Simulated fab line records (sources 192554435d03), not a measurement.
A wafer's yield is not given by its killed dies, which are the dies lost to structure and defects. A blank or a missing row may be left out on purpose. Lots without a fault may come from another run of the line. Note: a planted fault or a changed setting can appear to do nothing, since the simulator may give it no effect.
Lot-split experiment + flow n5-finfet + 39 wafers read across 7 lots, on a route 1938 steps long

## THE SPLIT ITSELF
At N5_FIN_SAQP_ETCH_65 (etches SiO2 in CF4, target depth 4 nm, time 4.4 s), the setting time-s was moved away from the recipe's 4.4 s on 15 of the 39 wafers read, by -18.5% to +19.6%. This setting was run at the recipe's value on the other wafers.

The reading comes from the split's own step.

## THE READING
etch.depth-nm (the simulator's own value, which no gauge read), in nm, at N5_FIN_SAQP_ETCH_65 (etches SiO2 in CF4, target depth 4 nm, time 4.4 s). The file gives no usual value for it. The 24 wafers here that ran the recipe average 4.016 nm, standard deviation 0.093 nm.

| wafer  | tool, chamber at the split | time-s as run, s | against the recipe | etch.depth-nm, nm | against lot-mates on the recipe |
|--------|----------------------------|------------------|--------------------|-------------------|---------------------------------|
| L074.1 | rie-si-04, 3               | 3.585            | -18.5%             | 3.139             | -0.825                          |
| L074.2 | rie-si-04, 1               | 4.4              | recipe             | 3.969             | -                               |
| L074.3 | rie-si-04, 2               | 4.4              | recipe             | 4.015             | -                               |
| L074.4 | rie-si-04, 0               | 3.585            | -18.5%             | 3.215             | -0.749                          |
| L074.5 | rie-si-04, 2               | 3.585            | -18.5%             | 3.287             | -0.677                          |
| L074.6 | rie-si-04, 1               | 4.4              | recipe             | 3.909             | -                               |
| L075.1 | rie-si-03, 2               | 4.4              | recipe             | 4.082             | -                               |
| L075.4 | rie-si-03, 0               | 4.4              | recipe             | 3.966             | -                               |
| L075.5 | rie-si-03, 1               | 4.4              | recipe             | 4.062             | -                               |
| L083.1 | rie-si-05, 1               | 4.4              | recipe             | 3.999             | -                               |
| L083.2 | rie-si-05, 0               | 4.4              | recipe             | 4.06              | -                               |
| L083.3 | rie-si-05, 3,0             | 5.183            | +17.8%             | 4.839             | +0.888                          |
| L083.6 | rie-si-05, 3,0             | 5.183            | +17.8%             | 4.839             | +0.888                          |
| L083.4 | rie-si-05, 2               | 4.4              | recipe             | 3.794             | -                               |
| L083.5 | rie-si-05, 1               | 5.183            | +17.8%             | 4.762             | +0.811                          |
| L084.1 | rie-si-05, 2               | 5.262            | +19.6%             | 4.601             | +0.493                          |
| L084.2 | rie-si-05, 0               | 4.4              | recipe             | 4.155             | -                               |
| L084.3 | rie-si-05, 3               | 5.262            | +19.6%             | 4.906             | +0.798                          |
| L084.4 | rie-si-05, 1               | 4.4              | recipe             | 4.05              | -                               |
| L084.5 | rie-si-05, 3               | 4.4              | recipe             | 4.12              | -                               |
| L084.6 | rie-si-05, 0               | 5.262            | +19.6%             | 4.947             | +0.839                          |
| L086.1 | rie-si-05, 2               | 4.4              | recipe             | 3.856             | -                               |
| L086.2 | rie-si-05, 0               | 4.4              | recipe             | 4.091             | -                               |
| L086.3 | rie-si-05, 3               | 4.4              | recipe             | 4.113             | -                               |
| L086.4 | rie-si-05, 1               | 4.129            | -6.2%              | 3.789             | -0.231                          |
| L086.5 | rie-si-05, 2               | 4.129            | -6.2%              | 3.586             | -0.434                          |
| L086.6 | rie-si-05, 1               | 4.129            | -6.2%              | 3.773             | -0.247                          |
| L094.1 | rie-si-03, 0               | 4.4              | recipe             | 3.941             | -                               |
| L094.2 | rie-si-03, 3               | 4.4              | recipe             | 3.92              | -                               |
| L094.3 | rie-si-03, 1               | 3.725            | -15.3%             | 3.501             | -0.491                          |
| L094.4 | rie-si-03, 2               | 4.4              | recipe             | 4.114             | -                               |
| L094.5 | rie-si-03, 1               | 3.725            | -15.3%             | 3.493             | -0.499                          |
| L094.6 | rie-si-03, 0               | 3.725            | -15.3%             | 3.33              | -0.662                          |
| L096.1 | rie-si-05, 2               | 4.4              | recipe             | 3.887             | -                               |
| L096.2 | rie-si-05, 3               | 4.4              | recipe             | 4.03              | -                               |
| L096.3 | rie-si-05, 0               | 4.4              | recipe             | 4.1               | -                               |
| L096.4 | rie-si-05, 1               | 4.4              | recipe             | 4.048             | -                               |
| L096.5 | rie-si-05, 1               | 4.4              | recipe             | 3.994             | -                               |
| L096.6 | rie-si-05, 0               | 4.4              | recipe             | 4.116             | -                               |
Rows listing several chambers each stand for several wafers; the file does not say which wafer went through which chamber.

THE FIT
A straight line over all 39 wafers: etch.depth-nm changes by +0.0421 nm for each +1% of time-s; r = +0.97; the points scatter about the line by 0.099 nm.
The same after taking each lot's own level away (the mean of its wafers on the recipe; 39 wafers): +0.0406 nm for each +1%; r = +0.97; scatter 0.1 nm.
That fit puts the effect of the largest move of time-s on the reading at 0.8 nm.
Measured against the standard deviation above, the lots' own levels, which go from 3.9510 to 4.1083 nm, span 1.7 times it.
Consequently the slope shifts little with the lot-to-lot level, the two slopes agreeing.
Check: for one of the wafers moved furthest among these (+19.6%), held out of the fit, the line's prediction against its lot-mates is +0.845 nm. It came out at +0.493 nm against them.

## ADDITIONAL SPLITS CARRIED BY THESE WAFERS
These wafers also went through other splits before the reading. Each is held against what the fit with the lots' levels taken away leaves over:
| other split on the same wafers | wafers away from the commonest value | r with etch.depth-nm (lot level and that fit taken away) |
|--------------------------------|--------------------------------------|----------------------------------------------------------|
| N5_WELL_APT_EXPOSE_05 dose-mj  | 9                                    | +0.04                                                    |

## THE FILE'S OWN FIT
etch.depth-nm changes by +0.0406 nm for each +1% of time-s, r = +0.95.
